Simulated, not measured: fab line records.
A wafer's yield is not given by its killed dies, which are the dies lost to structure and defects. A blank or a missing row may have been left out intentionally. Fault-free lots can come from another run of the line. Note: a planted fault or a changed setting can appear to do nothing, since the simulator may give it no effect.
Which tool is to blame?	flow nand-harc	Sampling: 11 lots, 33 wafers, 5 of 1159 route steps

## WHAT THE GAUGES READ, wafer by wafer
NHARC_END_SORT_01.
lot	measured	on	killed-at-array	killed-at-other	killed-at-periphery	killed-dies	killed-open	killed-short
L517	day 21 17:27	prober-01	354 24 374	0 0 0	7 9 7	361 33 381	3 5 4	1 2 2
L520	day 22 16:23	prober-01	27	0	2	29	5	1
L519	day 22 13:55	prober-02	17 15 20	1 0 2	5 9 3	23 24 25	2 5 5	1 1 4

## WHICH TOOL RAN EACH LOT (tool, then ch and the chambers of the sampled wafers, then the start)
lot	NHARC_A_STAIRCASE_TRIM_14	NHARC_A_STAIRCASE_TRIM_16	NHARC_A_STAIRCASE_TRIM_18	NHARC_A_STAIRCASE_ETCH_21
L508	rie-diel-10 ch 0,2, day 11 11:00 or earlier	rie-diel-10 ch 1,2, day 11 11:00 or earlier	rie-diel-10 ch 0,1,3, day 11 11:00	rie-diel-01 ch 1,2,3, no start
L512	rie-diel-10 ch 0,2,3, day 11 18:08 or earlier	rie-diel-10 ch 0,2, day 11 18:08 or earlier	rie-diel-10 ch 0,1,3, day 11 18:08	rie-diel-12 ch 0,1,3, no start
L510	rie-diel-12 ch 2,3, day 11 19:01 or earlier	rie-diel-12 ch 0,1,3, day 11 19:01 or earlier	rie-diel-12 ch 1,2,3, day 11 19:01	rie-diel-01 ch 0,2,3, no start
L511	rie-diel-12 ch 1,2,3, day 11 21:55 or earlier	rie-diel-12 ch 0,3, day 11 21:55 or earlier	rie-diel-12 ch 1,2,3, day 11 21:55	rie-diel-10 ch 0,2, no start
L513	rie-diel-12 ch 0,1,2, day 11 22:12 or earlier	rie-diel-12 ch 2,3, day 11 22:12 or earlier	rie-diel-12 ch 0,3, day 11 22:12	rie-diel-10 ch 1,2, no start
L514	rie-diel-12 ch 1,3, day 12 11:47 or earlier	rie-diel-12 ch 0,2,3, day 12 11:47 or earlier	rie-diel-12 ch 0,1,2, day 12 11:47	rie-diel-10 ch 0,2,3, no start
L517	rie-diel-12 ch 0,1,2, day 13 13:52 or earlier	rie-diel-12 ch 1,2, day 13 13:52 or earlier	rie-diel-12 ch 1,2, day 13 13:52	rie-diel-12 ch 0,2,3, day 21 17:27 or earlier
L520	rie-diel-01 ch 0,2,3, day 13 23:37 or earlier	rie-diel-01 ch 1,2,3, day 13 23:37 or earlier	rie-diel-01 ch 1,3, day 13 23:37	rie-diel-12 ch 1,2,3, day 22 16:23 or earlier
L519	rie-diel-01 ch 1,3, day 13 23:41 or earlier	rie-diel-01 ch 1,2, day 13 23:41 or earlier	rie-diel-01 ch 0,2, day 13 23:41	rie-diel-10 ch 0,3, day 22 13:55 or earlier
L527	rie-diel-01 ch 1,2,3, day 15 18:55 or earlier	rie-diel-01 ch 0,1,3, day 15 18:55 or earlier	rie-diel-01 ch 2,3, day 15 18:55	rie-diel-12 ch 1,3, no start
L529	rie-diel-01 ch 1,2,3, day 15 19:05 or earlier	rie-diel-01 ch 1,2,3, day 15 19:05 or earlier	rie-diel-01 ch 1,2,3, day 15 19:05	rie-diel-01 ch 0,1,2, no start
- NHARC_A_STAIRCASE_TRIM_14: chemistry O2, time 211.2 s.
- NHARC_A_STAIRCASE_TRIM_16: chemistry O2, time 211.2 s.
- NHARC_A_STAIRCASE_TRIM_18: chemistry O2, time 211.2 s.
- NHARC_A_STAIRCASE_ETCH_21: etches the open film in C4F8/O2, target depth 100 nm, time 40.5 s.

## WHAT THE TOOLS THEMSELVES READ (means of the sampled wafers that have a number; where no wafer has one, the mark that the record gives instead)
NHARC_A_STAIRCASE_TRIM_14.
lot	tool	drypump-motor-current-A (A)	oes-product-au (a.u.)	rf-vpp-V (V)	run-length-s (s)	showerhead-plenum-p-Torr (Torr)	throttle-valve-pct (%)
L508	rie-diel-10	5.4	1.006	57.6	232.7	3.38	17.047
L512	rie-diel-10	5.3	0.995	58.4	232.7	3.42	17.039
L510	rie-diel-12	5.2	1.004	58.6	232.8	3.63	17.040
L511	rie-diel-12	5.2	1.002	58.3	232.7	3.60	17.033
L513	rie-diel-12	5.2	0.999	58.6	232.9	3.60	17.042
L514	rie-diel-12	5.3	1.008	57.6	232.3	3.73	17.043
L517	rie-diel-12	5.2	1.000	57.4	233.0	3.59	17.034
L520	rie-diel-01	6.4	0.997	57.1	232.6	3.50	17.035
L519	rie-diel-01	6.1	1.009	57.8	232.7	3.64	17.028
L527	rie-diel-01	6.2	1.000	58.2	232.2	3.58	17.039
L529	rie-diel-01	6.2	0.999	58.2	232.2	3.58	17.034

NHARC_A_STAIRCASE_TRIM_16.
lot	tool	drypump-motor-current-A (A)	oes-product-au (a.u.)	rf-vpp-V (V)	run-length-s (s)	showerhead-plenum-p-Torr (Torr)	throttle-valve-pct (%)
L508	rie-diel-10	5.6	1.003	57.3	233.0	3.34	17.026
L512	rie-diel-10	5.4	1.006	58.1	232.8	3.38	17.030
L510	rie-diel-12	5.4	0.999	59.1	232.5	3.77	17.034
L511	rie-diel-12	5.5	1.008	57.6	232.5	3.80	17.041
L513	rie-diel-12	5.1	1.007	57.8	232.9	3.47	17.036
L514	rie-diel-12	5.3	0.994	58.3	232.7	3.63	17.033
L517	rie-diel-12	5.0	1.006	58.3	233.0	3.42	17.033
L520	rie-diel-01	6.2	1.003	57.8	232.2	3.59	17.033
L519	rie-diel-01	6.0	0.996	57.2	232.4	3.55	17.039
L527	rie-diel-01	6.1	1.006	57.1	232.7	3.50	17.038
L529	rie-diel-01	6.2	0.995	57.4	232.5	3.58	17.039

NHARC_A_STAIRCASE_TRIM_18.
lot	tool	drypump-motor-current-A (A)	oes-product-au (a.u.)	rf-vpp-V (V)	run-length-s (s)	showerhead-plenum-p-Torr (Torr)	throttle-valve-pct (%)
L508	rie-diel-10	5.5	1.004	58.3	232.7	3.42	17.044
L512	rie-diel-10	5.5	1.001	58.1	232.9	3.42	17.044
L510	rie-diel-12	5.2	1.002	57.6	232.8	3.60	17.037
L511	rie-diel-12	5.2	1.004	57.6	233.0	3.60	17.042
L513	rie-diel-12	5.5	1.008	57.8	232.4	3.80	17.039
L514	rie-diel-12	5.2	1.001	57.8	232.8	3.60	17.038
L517	rie-diel-12	4.9	1.002	56.9	182.7	3.42	17.035
L520	rie-diel-01	5.9	1.001	57.2	232.3	3.61	17.042
L519	rie-diel-01	6.6	1.003	57.8	232.5	3.44	17.046
L527	rie-diel-01	6.5	1.002	58.5	232.1	3.56	17.043
L529	rie-diel-01	6.2	1.001	58.4	232.4	3.58	17.041

NHARC_A_STAIRCASE_ETCH_21.
lot	tool	oes-product-au (a.u.)	rf-vpp-V (V)
L508	rie-diel-01	0.959	899
L512	rie-diel-12	0.947	904
L510	rie-diel-01	0.957	895
L511	rie-diel-10	0.947	892
L513	rie-diel-10	0.944	888
L514	rie-diel-10	0.966	891
L517	rie-diel-12	0.944	899
L520	rie-diel-12	0.941	899
L519	rie-diel-10	0.936	894
L527	rie-diel-12	0.924	904
L529	rie-diel-01	0.948	894

## THE ANSWER, worked out from the rows above alone
Rule: the usual values come from the lots themselves. The widest of any qualifying gaps counts: lots, ordered by their means at a reading, are off when they make up no more than a third of the lots, leave a main group of 4 or more, and stand apart from it by 3 or more times the standard deviation of that group's means. A main group is skipped when, at the precision printed for the reading in the tables above, its means are all equal. A lot without any number at a reading at which 4 lots or more have one is off too. The other lots that the step has rows for count as sound. The gauges are gone through in route order, then the tools' own readings, and for those a lot's mean is taken as printed above. The first step at which some lot is off is used, and at that step the reading that is off furthest; a lot without a number counts as furthest.
Off, at NHARC_A_STAIRCASE_TRIM_18 on run-length-s: L517. The main group: mean 232.6 s, standard deviation 0.28.
If a tool, at that step or one of the process steps before it, ran each lot that is off and ran no sound lot following the first of them, it fits. NHARC_A_STAIRCASE_TRIM_14 gives no start for some lots, so the hours and the order of its lots are those of NHARC_A_STAIRCASE_TRIM_18. NHARC_A_STAIRCASE_TRIM_16 gives no start for some lots, so the hours and the order of its lots are those of NHARC_A_STAIRCASE_TRIM_18. One fits: NHARC_A_STAIRCASE_TRIM_14 and NHARC_A_STAIRCASE_TRIM_16 and NHARC_A_STAIRCASE_TRIM_18 on rie-diel-12. At NHARC_A_STAIRCASE_TRIM_14 its last sound lot is L514 (day 12 11:47), its first lot that is off L517 (day 13 13:52): a fault that began between those two fits.

## WHAT THE SIMULATOR HAD INSERTED
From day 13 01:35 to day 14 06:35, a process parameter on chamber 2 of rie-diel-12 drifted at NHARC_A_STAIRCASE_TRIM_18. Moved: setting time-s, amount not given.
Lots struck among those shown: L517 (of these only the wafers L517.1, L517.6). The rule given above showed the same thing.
